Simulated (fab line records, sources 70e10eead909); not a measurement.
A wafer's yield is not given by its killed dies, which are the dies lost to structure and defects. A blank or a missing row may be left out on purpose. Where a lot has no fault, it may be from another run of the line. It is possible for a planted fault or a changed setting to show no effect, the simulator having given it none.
fab line records    flow nand_harc    part 1 of 2: steps 1 to 25 of 35
record: lots: 5  wafers: 15  last_day: 24
route steps=1159 shown A_WL_FILL@817 A_CONTACT@840
lots that met no fault: taken from a fault-free run of the same line
start_h: hours from the record's opening day to when the first of the lot's shown wafers began    wait_h: hours since the lot's step before    " as in the row above    L1.1+2: a single row standing in for several wafers    - no value, or no start was given    * or withheld: withheld    < > ~ a bound
route shown NAME@n: NAME is a module with steps in the file, n the number in the route of the first one    usual: mean/standard deviation of fault-free wafers    same: alike in all rows    chamber/n: place in a boat    sites: each site's reading    _std_site: standard deviation across them    _edge_site: inner sites' mean taken away from outer sites' mean    radius_mm: how far each site lies from the wafer's centre    mask NAME#n: copy n    behind: the last tool/chamber to shape the wafer    hold: why the lot was held/for how many hours/how that ended    device: which transistor (n, p or np) failed to switch    end of line: at the end of the route, the tests of the same wafers    a step with no rows: only its recipe    killed: count of dies lost to structure and defects at first sort (not the wafer's yield)    map: a wafer's dies, marking killed ones x, the rest . and places with no die _
set.NAME: setting as actually run; set.NAME@STEP: the setting as run at that earlier step    model.NAME: the simulator's own value behind a step, which no gauge read
a table for each step, a row for each wafer; lots at some steps of the route
services: when a tool's chamber went out of use (start_h, in hours from the record's first day, below 0 if earlier), for how many hours, and the reason
== steps ==
step: NHARC_A_WL_FILL_STRIP_28
recipe: time_s: 1200  temp_c: 72.5  chemistry: post_etch_residue_remover
usual: temp_c: 72.49/0.12
lot.wafer  tool          chamber  start_h  wait_h  temp_c
L082.4     wet_bench-06  6        404.67   0.1     72.60
L082.1     "             7        "        "       72.42
L082.3     "             2        "        "       72.47
L087.1     wet_bench-01  5        415.15   0.2     72.57
L087.6     "             7        "        "       72.37
L087.3     "             0        "        "       72.57
L088.2     wet_bench-02  0        426.02   0.1     72.23
L088.4     "             2        "        "       72.43
L088.1     "             5        "        "       72.47
L090.5     wet_bench-01  4        440.49   0.0     72.51
L090.2     "             0        "        "       72.50
L090.4     "             1        "        "       72.58
L094.6     wet_bench-02  0        464.62   0.1     72.61
L094.1     "             1        "        "       72.67
L094.5     "             2        "        "       72.56
step: NHARC_A_WL_FILL_PRECLEAN_06
recipe: time_s: 300  chemistry: DIW
lot.wafer   tool          chamber  start_h  wait_h
L082.4+1+3  wet_bench-06  6,7,2    -        -
L087.1+6+3  wet_bench-01  5,7,0    -        -
L088.2+4+1  wet_bench-02  0,2,5    -        -
L090.5+2+4  wet_bench-01  4,0,1    -        -
L094.6+1+5  wet_bench-02  0,1,2    -        -
step: NHARC_A_WL_FILL_SRD_07
lot.wafer   tool          chamber  start_h  wait_h
L082.4+1+3  wet_bench-06  6,7,2    -        -
L087.1+6+3  wet_bench-01  5,7,0    -        -
L088.2+4+1  wet_bench-02  0,2,5    -        -
L090.5+2+4  wet_bench-01  4,0,1    -        -
L094.6+1+5  wet_bench-02  0,1,2    -        -
step: NHARC_A_WL_FILL_ANNEAL_08
recipe: temp_c: 450  time_s: 1800
usual: spike_tc_bottom_C: 470.9/2.6  spike_tc_top_C: 476.1/1.5  tube_center_temp_C: 450/0.04  zone_power_top_pct: 12.0/0.9
lot.wafer  tool        chamber  start_h  wait_h  spike_tc_bottom_C  spike_tc_top_C  tube_center_temp_C  zone_power_top_pct
L082.1     furnace-01  0        405.66   -       471.7              474.1           449.99              13.1
L082.3     "           0        "        "       471.6              476.1           450                 13.3
L082.4     "           0        "        "       472.5              476.1           449.99              13.2
L087.1     furnace-08  0        420.51   -       466.6              475.2           449.95              11.6
L087.3     "           0        "        "       469.1              476.4           450.02              11.9
L087.6     "           0        "        "       465.8              474.7           449.98              11.7
L088.1     furnace-08  0        430.68   -       467.2              476.2           450.02              11.5
L088.2     "           0        "        "       468.5              475.0           449.96              11.6
L088.4     "           0        "        "       467.5              476.4           450                 11.6
L090.2     furnace-01  0        444.07   -       472.9              476.8           450.08              13.1
L090.4     "           0        "        "       471.9              477.0           450                 13.0
L090.5     "           0        "        "       473.3              476.1           450.02              13.1
L094.1     furnace-01  0        468.17   -       475.3              474.8           449.95              13.2
L094.5     "           0        "        "       474.0              476.6           449.99              13.0
L094.6     "           0        "        "       475.2              477.5           450                 13.0
step: NHARC_A_WL_FILL_ALD_10
recipe: target_thk_a: 500  pulse_time_s: 10  ald_cycles: 500  temp_c: 300  material: SiO2
usual: heater_power_w: 483/39  precursor_pulse_height_rel: 0.998/0.02
lot.wafer  tool       chamber  start_h  wait_h  heater_power_w  precursor_pulse_height_rel
L082.3     ald_hk-04  2        407.14   0.0     440             1.015
L082.4     "          3        "        "       532             1.003
L082.1     "          1        408.72   1.6     436             0.982
L087.1     ald_hk-04  0        422.01   0.1     452             1.031
L087.3     "          2        423.04   1.1     456             0.997
L087.6     "          0        424.06   2.1     454             0.990
L088.1     ald_hk-03  0        432.68   0.6     427             0.960
L088.2     "          1        "        "       490             1.016
L088.4     "          2        "        "       479             1.004
L090.4     ald_hk-04  3        446.14   0.6     528             1.012
L090.2     "          1        447.17   1.7     438             1.017
L090.5     "          3        448.21   2.7     536             1.014
L094.1     ald_hk-01  3        470.72   1.1     456             0.991
L094.6     "          1        471.76   2.1     550             1.023
L094.5     "          2        "        "       511             0.999
step: NHARC_A_WL_FILL_ETCHBACK_16
recipe: target_depth_a: 880  time_s: 17.6  c4f8_flow_sccm: withheld  o2_flow_sccm: 8  ar_flow_sccm: withheld  rf_w: 600  bias_w: 800  chemistry: C4F8/O2/Ar
usual: oes_product_au: 0.98/0.031  rf_vpp_V: 726/3.5
lot.wafer  tool         chamber  start_h  wait_h  oes_product_au  rf_hours_counter_h  rf_vpp_V
L082.1     rie_diel-08  1        -        -       0.99            6.3                 729
L082.3     "            2        "        "       1.02            6.2                 726
L082.4     "            0        "        "       0.98            6.6                 730
L087.3     rie_diel-09  3        -        -       0.94            7.2                 718
L087.1     "            0        "        "       0.93            7.1                 726
L087.6     "            2        "        "       0.92            -                   728
L088.2     rie_diel-08  1        -        -       0.97            7.4                 726
L088.4     "            2        "        "       0.97            7.6                 726
L088.1     "            3        "        "       0.96            8.0                 725
L090.2     rie_diel-08  1        -        -       1.00            8.5                 726
L090.4     "            2        "        "       1.00            8.7                 726
L090.5     "            1        "        "       1.01            -                   727
L094.1     rie_diel-09  1        -        -       1.03            1.3                 724
L094.6     "            1        "        "       1.02            -                   723
L094.5     "            2        "        "       1.00            -                   728
step: NHARC_A_WL_FILL_STRIP_29
recipe: time_s: 20  o2_flow_sccm: 500  ar_flow_sccm: 0  bias_w: 0  chemistry: O2
usual: drypump_motor_current_A: 5.8/0.53  oes_product_au: 0.997/0.0095  rf_vpp_V: 58.0/0.87  showerhead_plenum_p_Torr: 3.61/0.12  throttle_valve_pct: 17.037/0.0088
lot.wafer  tool         chamber  start_h  wait_h  drypump_motor_current_A  oes_product_au  rf_hours_counter_h  rf_vpp_V  showerhead_plenum_p_Torr  throttle_valve_pct
L082.4     rie_diel-08  3        411.94   0.1     6.3                      0.992           6.5                 57.8      3.60                      17.031
L082.1     "            0        "        "       5.5                      0.991           6.6                 57.8      3.75                      17.050
L082.3     "            2        "        "       5.3                      0.998           6.2                 57.3      3.63                      17.030
L087.3     rie_diel-09  0        426.76   0.1     6.4                      0.996           7.1                 56.8      3.64                      17.038
L087.1     "            2        "        "       4.9                      0.993           6.8                 59.0      3.71                      17.036
L087.6     "            0        "        "       6.4                      0.999           -                   58.3      3.64                      17.035
L088.1     rie_diel-08  0        436.86   0.1     5.5                      0.993           7.8                 59.0      3.75                      17.054
L088.4     "            1        "        "       5.8                      0.980           7.4                 57.8      3.66                      17.058
L088.2     "            2        "        "       5.3                      0.999           7.6                 57.2      3.63                      17.037
L090.2     rie_diel-08  0        450.37   0.1     5.5                      0.993           8.5                 58.7      3.75                      17.031
L090.4     "            1        "        "       5.8                      0.976           8.5                 58.7      3.65                      17.045
L090.5     "            0        "        "       5.5                      0.984           -                   57.0      3.75                      17.042
L094.1     rie_diel-09  0        474.48   0.1     6.4                      1.002           1.2                 57.8      3.64                      17.023
L094.6     "            2        "        "       4.9                      0.996           -                   58.7      3.71                      17.041
L094.5     "            3        "        "       6.6                      1.016           -                   57.8      3.31                      17.025
step: NHARC_A_WL_FILL_ETCHBACK_17
recipe: target_depth_a: 40  time_s: 26.7  chemistry: Cl2/BCl3
usual: drypump_motor_current_A: 5.8/0.42  oes_product_au: 1.008/0.0092
lot.wafer  tool          chamber  start_h  wait_h  drypump_motor_current_A  oes_product_au  rf_hours_counter_h
L082.1     rie_metal-02  0        412.05   -       6.1                      1.005           0.4
L082.4     "             1        "        "       5.7                      1.011           -
L082.3     "             0        "        "       6.1                      1.008           -
L087.1     rie_metal-01  0        426.84   -       5.8                      1.008           2.6
L087.3     "             0        "        "       5.8                      1.007           -
L087.6     "             1        "        "       5.9                      1.018           -
L088.1     rie_metal-03  1        436.94   -       5.0                      0.991           3.8
L088.2     "             0        "        "       6.2                      1.012           3.8
L088.4     "             0        "        "       6.2                      1.008           -
L090.2     rie_metal-02  0        450.46   -       6.1                      1.007           1.7
L090.4     "             1        "        "       5.7                      1.012           -
L090.5     "             1        "        "       5.7                      1.006           -
L094.1     rie_metal-03  0        474.55   -       6.2                      0.998           0.4
L094.5     "             0        "        "       6.2                      1.019           -
L094.6     "             0        "        "       6.2                      1.017           -
step: NHARC_A_WL_FILL_PRECLEAN_18
recipe: time_s: 30  chemistry: dHF
lot.wafer   tool          chamber  start_h  wait_h
L082.4+3+1  wet_bench-02  6,7,2    412.22   0.1
L087.6+1+3  wet_bench-01  5,7,1    427.02   0.1
L088.1+2+4  wet_bench-06  6,7,0    437.14   0.2
L090.5+4+2  wet_bench-02  3,5,0    450.64   0.1
L094.1+5+6  wet_bench-01  1,4,5    474.86   0.3
step: NHARC_A_WL_FILL_SRD_21
lot.wafer   tool          chamber  start_h  wait_h
L082.4+3+1  wet_bench-02  6,7,2    412.24   0.0
L087.6+1+3  wet_bench-01  5,7,1    427.05   0.0
L088.1+2+4  wet_bench-06  6,7,0    437.16   0.0
L090.5+4+2  wet_bench-02  3,5,0    450.67   0.0
L094.1+5+6  wet_bench-01  1,4,5    474.89   0.0
step: NHARC_A_WL_FILL_CVD_23
recipe: target_thk_a: 400  temp_c: 620  pressure_mtorr: 200  time_s: 800  material: poly-Si
usual: spike_tc_bottom_C: 641.8/1.9  spike_tc_top_C: 638.3/2.3  tube_center_temp_C: 620/0.053  zone_power_top_pct: 20.4/1.5
lot.wafer  tool           chamber  start_h  wait_h  spike_tc_bottom_C  spike_tc_top_C  tube_center_temp_C  zone_power_top_pct
L082.1     lpcvd_poly-04  0        414.79   2.5     639.4              638.4           620.04              21.6
L082.3     "              0        "        "       638.9              637.6           620                 21.3
L082.4     "              0        "        "       641.5              639.4           619.93              21.5
L087.1     lpcvd_poly-03  0        429.30   2.3     643.6              640.2           619.99              17.6
L087.3     "              0        "        "       642.4              637.6           620.1               18.2
L087.6     "              0        "        "       644.1              638.2           619.92              18.1
L088.1     lpcvd_poly-04  0        439.76   2.6     642.7              638.9           620.08              21.5
L088.2     "              0        "        "       641.3              640.6           619.99              21.6
L088.4     "              0        "        "       641.9              639.8           619.98              21.2
L090.2     lpcvd_poly-03  0        452.92   2.2     643.0              638.5           619.86              18.6
L090.4     "              0        "        "       643.7              635.6           619.92              18.3
L090.5     "              0        "        "       643.7              637.0           620.13              18.4
L094.1     lpcvd_poly-04  0        477.32   2.4     640.6              641.7           620.04              21.4
L094.5     "              0        "        "       640.8              639.4           619.97              21.5
L094.6     "              0        "        "       639.9              636.8           619.95              21.2
step: NHARC_A_WL_FILL_ETCHBACK_26
recipe: target_depth_a: 520  time_s: 13.3  hbr_flow_sccm: 150  rf_w: 350  icp_w: 350  bias_w: 60  chemistry: HBr
usual: drypump_motor_current_A: 5.9/0.4  oes_product_au: 0.999/0.01  throttle_valve_pct: 23.267/0.0093
lot.wafer  tool       chamber  start_h  wait_h  drypump_motor_current_A  oes_product_au  rf_hours_counter_h  throttle_valve_pct
L082.4     rie_si-02  2        417.37   0.4     6.0                      1.003           0.1                 23.268
L082.1     "          3        "        "       5.8                      1.002           0.1                 23.273
L082.3     "          0        "        "       5.9                      1.019           0.1                 23.270
L087.3     rie_si-02  0        431.87   0.4     5.9                      1.005           0.2                 23.260
L087.1     "          1        "        "       6.4                      1.013           0.2                 23.260
L087.6     "          0        "        "       5.9                      1.017           -                   23.255
L088.2     rie_si-03  3        442.34   0.4     6.0                      0.994           0.8                 23.264
L088.1     "          0        "        "       6.3                      1.000           0.7                 23.280
L088.4     "          1        "        "       5.3                      1.003           0.6                 23.257
L090.4     rie_si-03  3        455.54   0.4     6.0                      0.991           0.9                 23.266
L090.2     "          0        "        "       6.3                      0.997           0.7                 23.275
L090.5     "          3        "        "       6.0                      0.990           -                   23.243
L094.1     rie_si-03  0        480.01   0.5     6.3                      1.002           1.1                 23.264
L094.5     "          1        "        "       5.3                      1.000           -                   23.279
L094.6     "          2        "        "       5.2                      0.990           -                   23.261
step: NHARC_A_WL_FILL_PRECLEAN_30
recipe: time_s: 10  chemistry: dHF
lot.wafer   tool          chamber  start_h  wait_h
L082.4+1+3  wet_bench-02  1,2,3    417.51   0.1
L087.1+6+3  wet_bench-06  3,4,5    432.00   0.1
L088.4+2+1  wet_bench-02  7,1,4    442.48   0.1
L090.2+4+5  wet_bench-02  5,6,1    455.67   0.1
L094.5+6+1  wet_bench-02  5,7,0    480.12   0.1
step: NHARC_A_WL_FILL_SRD_14
lot.wafer   tool          chamber  start_h  wait_h
L082.4+1+3  wet_bench-02  1,2,3    417.52   0.0
L087.1+6+3  wet_bench-06  3,4,5    432.02   0.0
L088.4+2+1  wet_bench-02  7,1,4    442.51   0.0
L090.2+4+5  wet_bench-02  5,6,1    455.70   0.0
L094.5+6+1  wet_bench-02  5,7,0    480.14   0.0
step: NHARC_A_WL_FILL_ALD_19
recipe: target_thk_a: 20  pulse_time_s: 3  ald_cycles: 100  temp_c: 450  material: TiN
usual: heater_power_w: 1107/88  precursor_pulse_height_rel: 1.001/0.022
lot.wafer  tool          chamber  start_h  wait_h  heater_power_w  precursor_pulse_height_rel
L082.1     ald_metal-04  2        417.62   0.1     1242            1.046
L082.4     "             0        "        "       1079            0.986
L082.3     "             1        "        "       1061            1.000
L087.1     ald_metal-02  0        432.14   0.1     955             0.990
L087.3     "             3        "        "       1177            1.031
L087.6     "             0        "        "       905             1.009
L088.1     ald_metal-02  3        442.63   0.1     1197            1.001
L088.2     "             0        "        "       974             0.987
L088.4     "             1        "        "       1124            1.030
L090.2     ald_metal-04  3        455.82   0.1     1141            1.002
L090.4     "             1        "        "       1066            1.017
L090.5     "             2        "        "       1224            0.993
L094.1     ald_metal-01  3        480.28   0.1     1086            1.045
L094.6     "             1        "        "       1069            1.008
L094.5     "             2        "        "       1194            1.002
step: NHARC_A_WL_FILL_CVD_20
recipe: target_thk_a: 750  temp_c: 300  pressure_torr: 40  wf6_flow_sccm: 40  h2_flow_sccm: 1600  ar_flow_sccm: 1560  time_s: 5064  material: W
usual: heater_power_w: 454/36  throttle_valve_pct: 8.09/0.25
lot.wafer  tool      chamber  start_h  wait_h  heater_power_w  throttle_valve_pct
L082.1     cvd_w-01  1        -        -       419             7.83
L082.3     "         0        "        "       448             8.13
L082.4     "         1        "        "       419             8.07
L087.1     cvd_w-02  0        -        -       454             7.71
L087.3     "         1        "        "       523             7.71
L087.6     "         0        "        "       445             8.12
L088.2     cvd_w-01  0        -        -       433             8.31
L088.1     "         1        "        "       427             7.74
L088.4     "         1        "        "       412             8.16
L090.2     cvd_w-01  0        -        -       448             8.41
L090.4     "         0        "        "       441             8.32
L090.5     "         1        "        "       418             7.98
L094.1     cvd_w-02  1        -        -       539             8.11
L094.5     "         0        "        "       453             8.02
L094.6     "         1        "        "       512             7.86
step: NHARC_A_WL_FILL_CMP_12
recipe: t_overpolish_s: 30  target_thk_nm: 75
usual: edge_zone_pressure_frac: 1.000/0.0047  motor_current_A: 11.7/1.2  overpolish_run_s: 30.000/0.0088  time_to_endpoint_s: 14.9/2.3
lot.wafer  tool    chamber  start_h  wait_h  edge_zone_pressure_frac  motor_current_A  overpolish_run_s  time_to_endpoint_s
L082.4     cmp-04  0        422.94   2.2     0.995                    9.7              29.993            10.7
L082.3     "       1        "        "       0.991                    9.9              30.002            11.5
L082.1     "       2        "        "       0.995                    12.2             29.995            13.2
L087.3     cmp-03  2        437.42   2.2     0.992                    11.4             29.988            16.7
L087.1     "       3        "        "       1.000                    12.4             29.986            17.3
L087.6     "       0        "        "       1.004                    12.8             30.000            17.8
L088.1     cmp-01  1        447.85   3.6     0.998                    10.4             30.000            16.2
L088.2     "       2        "        "       1.007                    11.8             29.995            17.2
L088.4     "       3        "        "       0.998                    12.0             30.003            14.8
L090.4     cmp-03  2        461.72   2.2     1.000                    11.3             29.977            19.3
L090.2     "       1        "        "       1.005                    13.8             29.990            14.3
L090.5     "       3        "        "       0.998                    12.0             30.002            17.1
L094.1     cmp-03  3        496.55   3.6     1.002                    11.5             30.001            16.3
L094.6     "       2        "        "       1.001                    10.9             30.004            18.3
L094.5     "       3        "        "       1.003                    11.7             30.001            16.2
step: NHARC_A_WL_FILL_SRD_31
lot.wafer   tool          chamber  start_h  wait_h
L082.3+4+1  wet_bench-06  0,2,3    423.24   0.0
L087.1+6+3  wet_bench-01  0,1,5    437.69   0.0
L088.1+4+2  wet_bench-06  7,1,2    448.15   0.0
L090.4+5+2  wet_bench-02  0,2,4    462.04   0.0
L094.6+1+5  wet_bench-01  6,7,1    496.86   0.0
step: NHARC_A_WL_FILL_INSPECT_15
usual: raw_defect_count: 376/120
lot.wafer  tool               chamber  start_h  wait_h  raw_defect_count
L082.1     defect_inspect-01  -        423.39   0.0     359
L082.3     "                  -        "        "       299
L082.4     "                  -        "        "       401
L087.1     defect_inspect-02  -        437.86   0.0     404
L087.3     "                  -        "        "       318
L087.6     "                  -        "        "       462
L088.1     defect_inspect-01  -        448.29   0.0     427
L088.2     "                  -        "        "       611
L088.4     "                  -        "        "       430
L090.2     defect_inspect-02  -        462.19   0.0     350
L090.4     "                  -        "        "       254
L090.5     "                  -        "        "       191
L094.1     defect_inspect-02  -        496.99   0.0     270
L094.5     "                  -        "        "       322
L094.6     "                  -        "        "       427
step: NHARC_A_CONTACT_DEP_24
recipe: target_thk_a: 5000  temp_c: 400  pressure_torr: 6.5  rf_w: 900  teos_flow_sccm: 161.4  flow_sccm: 2650  target_thk_nm: 500  gas: O2  material: SiO2
usual: heater_power_w: 563/83  throttle_valve_pct: 15.8/0.45
lot.wafer  tool      chamber  start_h  wait_h  heater_power_w  throttle_valve_pct
L082.1     pecvd-04  2        423.45   0.1     680             15.0
L082.3     "         0        "        "       497             15.3
L082.4     "         0        "        "       517             15.7
L087.1     pecvd-03  0        438.02   0.2     483             15.8
L087.3     "         2        "        "       581             16.1
L087.6     "         0        "        "       548             15.8
L088.1     pecvd-03  2        448.35   0.1     601             16.1
L088.2     "         0        "        "       603             15.8
L088.4     "         0        "        "       463             15.7
L090.2     pecvd-03  1        462.32   0.1     535             16.0
L090.5     "         0        "        "       579             15.7
L090.4     "         1        "        "       405             16.0
L094.1     pecvd-03  1        497.12   0.1     539             16.1
L094.5     "         0        "        "       634             14.9
L094.6     "         2        "        "       577             16.0
step: NHARC_A_CONTACT_DEP_28
recipe: target_thk_a: 36000  temp_c: 400  material: aC
usual: throttle_valve_pct: 34.999/0.0082
lot.wafer  tool        chamber  start_h  wait_h  throttle_valve_pct
L082.1     acl_dep-02  0        424.06   0.1     35.011
L082.3     "           0        "        "       34.982
L082.4     "           0        "        "       34.997
L087.1     acl_dep-02  0        442.71   4.0     34.997
L087.3     "           0        "        "       35.014
L087.6     "           0        444.55   5.9     35.006
L088.1     acl_dep-03  0        450.80   1.7     35.003
L088.2     "           0        "        "       34.997
L088.4     "           0        "        "       34.993
L090.2     acl_dep-03  0        466.25   3.4     35.003
L090.4     "           0        "        "       35.002
L090.5     "           0        "        "       35.001
L094.1     acl_dep-02  0        497.74   0.1     35.004
L094.5     "           0        499.20   1.6     35.011
L094.6     "           0        "        "       34.999
step: NHARC_A_CONTACT_DEP_29
recipe: target_thk_a: 700  target_thk_nm: 70  temp_c: 400  pressure_torr: 3.5  flow_sccm: 200  rf_w: 350  material: SiON
usual: heater_power_w: 748/81
lot.wafer  tool      chamber  start_h  wait_h  heater_power_w
L082.3     pecvd-03  0        426.43   1.3     752
L082.1     "         1        "        "       607
L082.4     "         0        "        "       773
L087.3     pecvd-04  0        444.97   1.2     702
L087.1     "         1        "        "       709
L087.6     "         2        "        "       968
L088.2     pecvd-04  2        453.06   1.5     986
L088.1     "         0        "        "       708
L088.4     "         0        "        "       686
L090.2     pecvd-03  0        468.21   1.6     734
L090.4     "         1        "        "       618
L090.5     "         2        "        "       730
L094.1     pecvd-03  2        500.27   2.2     701
L094.5     "         1        "        "       615
L094.6     "         2        "        "       693
step: NHARC_A_CONTACT_DEHYDRATE_32
recipe: temp_c: 150  time_s: 120
usual: resist_line_temp_C: 22.98/0.1
lot.wafer  tool            chamber  start_h  wait_h  resist_line_temp_C
L082.1     litho_track-06  0        426.67   0.2     23.04
L082.3     "               0        "        "       22.95
L082.4     "               0        "        "       23.11
L087.1     litho_track-04  0        445.21   0.2     22.90
L087.3     "               0        "        "       22.85
L087.6     "               0        "        "       22.86
L088.1     litho_track-04  0        453.31   0.2     23.04
L088.2     "               0        "        "       22.95
L088.4     "               0        "        "       23.04
L090.2     litho_track-01  0        468.44   0.2     23.08
L090.4     "               0        "        "       23.10
L090.5     "               0        "        "       22.92
L094.1     litho_track-01  0        500.48   0.2     23.03
L094.5     "               0        "        "       22.85
L094.6     "               0        "        "       23.09
step: NHARC_A_CONTACT_HMDS_33
recipe: time_s: 30
usual: resist_line_temp_C: 22.99/0.097
lot.wafer  tool            chamber  start_h  wait_h  resist_line_temp_C
L082.1     litho_track-06  0        -        -       22.94
L082.3     "               0        "        "       23.00
L082.4     "               0        "        "       23.14
L087.1     litho_track-04  0        -        -       22.89
L087.3     "               0        "        "       23.07
L087.6     "               0        "        "       23.23
L088.1     litho_track-04  0        -        -       23.06
L088.2     "               0        "        "       23.07
L088.4     "               0        "        "       23.01
L090.2     litho_track-01  0        -        -       23.03
L090.4     "               0        "        "       23.14
L090.5     "               0        "        "       23.06
L094.1     litho_track-01  0        -        -       23.12
L094.5     "               0        "        "       23.11
L094.6     "               0        "        "       23.10
step: NHARC_A_CONTACT_COAT_34
recipe: temp_c: 260  time_s: 75
usual: resist_line_temp_C: 22.99/0.1
lot.wafer  tool            chamber  start_h  wait_h  resist_line_temp_C
L082.1     litho_track-06  0        -        -       23.01
L082.3     "               0        "        "       22.92
L082.4     "               0        "        "       22.96
L087.1     litho_track-04  0        -        -       23.04
L087.3     "               0        "        "       23.09
L087.6     "               0        "        "       23.00
L088.1     litho_track-04  0        -        -       22.92
L088.2     "               0        "        "       22.91
L088.4     "               0        "        "       22.88
L090.2     litho_track-01  0        -        -       22.95
L090.4     "               0        "        "       22.94
L090.5     "               0        "        "       23.05
L094.1     litho_track-01  0        -        -       23.01
L094.5     "               0        "        "       23.07
L094.6     "               0        "        "       23.12
